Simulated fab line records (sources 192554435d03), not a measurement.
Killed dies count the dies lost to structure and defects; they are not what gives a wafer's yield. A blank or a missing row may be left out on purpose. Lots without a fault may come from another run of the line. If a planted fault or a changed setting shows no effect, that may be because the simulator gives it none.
Chamber matching    flow n5-finfet    3 sister chambers for N5_BEOL_M9_DEP_56 on pecvd-04
The step deposits SiCN from 3MS/NH3, target thk 15 nm, time 26.5 s. 3 wafers are shown with their chamber, then 7 later ones without.

WAFERS WITH THEIR CHAMBER
wafer   chamber  throttle-valve-pct (%)
L088.2  1        8.3
L090.2  2        9.1
L090.3  0        9.7

WAFERS MISSING THEIR CHAMBER
wafer   throttle-valve-pct (%)
L090.6  8.9
L097.1  8.7
L097.2  10.2
L097.5  8.8
L095.4  8.9
L095.5  8.7
L095.6  10.0

CHAMBER TAKEN BY EACH
wafer   from the rows above           in truth
L090.6  can't be placed: 2 or 1 or 0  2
L097.1  can't be placed: 1 or 2 or 0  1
L097.2  can't be placed: 0 or 2       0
L097.5  can't be placed: 2 or 1 or 0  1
L095.4  can't be placed: 2 or 1 or 0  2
L095.5  can't be placed: 1 or 2 or 0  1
L095.6  can't be placed: 0 or 2       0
0 of 7 placed correctly. Not placeable from these rows: 7 (in 7, the candidates include the true chamber). Wrongly placed: 0.
How it was worked out, from the rows above alone: a wafer's distance from a chamber is the root of the sum, over the readings, of the square of ((its reading less the chamber's mean) divided by the reading's scatter). The wafer belongs to the nearest chamber; if the next one is less than 2 further off, it can't be placed. A chamber's mean is the mean of its shown wafers. The scatter: with one shown wafer a chamber, the root of the mean of the squares of how far each hidden wafer lies from its nearest shown one.
